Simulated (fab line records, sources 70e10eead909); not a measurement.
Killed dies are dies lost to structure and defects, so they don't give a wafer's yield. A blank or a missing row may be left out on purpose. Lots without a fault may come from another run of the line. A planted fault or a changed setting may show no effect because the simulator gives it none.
Chamber matching | flow nand_harc | NHARC_A_STAIRCASE_DEP_156 on pecvd-01: 3 sister chambers
The step deposits SiNx, target thk 50 nm. 18 wafers are shown with their chamber, then 9 later ones without.

WAFERS WITH THEIR CHAMBER
wafer  | chamber | heater_power_w (W) | rf_fwd_power_W (W) | susceptor_temp_C (C)
L078.3 | 0       | 990                | 449.3              | 400.28
L078.4 | 0       | 985                | 449.6              | 400.26
L078.6 | 1       | 816                | 446.1              | 400.46
L079.1 | 2       | 936                | 451.0              | 400.25
L079.2 | 1       | 713                | 445.9              | 399.64
L079.3 | 0       | 929                | 450.9              | 400.24
L081.3 | 0       | 978                | 446.5              | 399.80
L081.4 | 0       | 1003               | 446.9              | 399.94
L081.5 | 2       | 837                | 449.0              | 399.86
L084.3 | 1       | 833                | 445.7              | 399.72
L084.4 | 0       | 1035               | 450.5              | 399.87
L084.6 | 1       | 843                | 445.5              | 399.92
L085.3 | 0       | 996                | 447.9              | 400.32
L085.5 | 2       | 820                | 449.7              | 399.94
L085.6 | 1       | 782                | 444.5              | 400.14
L089.1 | 1       | 840                | 446.7              | 399.97
L089.4 | 0       | 990                | 447.3              | 399.86
L089.5 | 1       | 830                | 447.1              | 399.87

SIGNATURES (means of the wafers above)
reading          | chamber 0 | chamber 1 | chamber 2 | scatter within a chamber
heater_power_w   | 988.25    | 808.14    | 864.33    | 42.5
rf_fwd_power_W   | 448.613   | 445.929   | 449.900   | 1.32
susceptor_temp_C | 400.0713  | 399.9600  | 400.0167  | 0.243
Rule: a wafer's distance from a chamber is the root of the sum, over the readings, of the square of ((its reading less the chamber's mean) divided by the reading's scatter). The wafer belongs to the nearest chamber; if the next one is less than 2 further off, it can't be placed. The scatter: the root of (the sum of the squares of (reading less its chamber's mean) over the shown wafers, divided by (wafers less chambers)).

WAFERS WITHOUT THEIR CHAMBER
wafer  | heater_power_w (W) | rf_fwd_power_W (W) | susceptor_temp_C (C)
L091.2 | 793                | 448.2              | 399.60
L091.4 | 922                | 450.2              | 400.00
L091.6 | 840                | 448.0              | 399.77
L093.1 | 814                | 449.0              | 399.92
L093.2 | 1038               | 448.7              | 400.34
L093.6 | 991                | 448.7              | 400.29
L097.3 | 908                | 448.2              | 399.81
L097.4 | 840                | 446.5              | 399.86
L097.5 | 890                | 448.2              | 400.18

WHICH CHAMBER EACH WENT THROUGH
wafer  | from the rows above          | in truth
L091.2 | can't be placed: 1 or 2      | 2
L091.4 | can't be placed: 2 or 0      | 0
L091.6 | can't be placed: 2 or 1 or 0 | 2
L093.1 | can't be placed: 2 or 1      | 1
L093.2 | 0                            | 0
L093.6 | 0                            | 0
L097.3 | can't be placed: 2 or 0 or 1 | 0
L097.4 | can't be placed: 1 or 2      | 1
L097.5 | can't be placed: 2 or 0 or 1 | 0
Placed correctly: 2 of 9. Can't be placed from these rows: 7 (the true chamber is among the candidates in 7). Placed wrongly: 0.
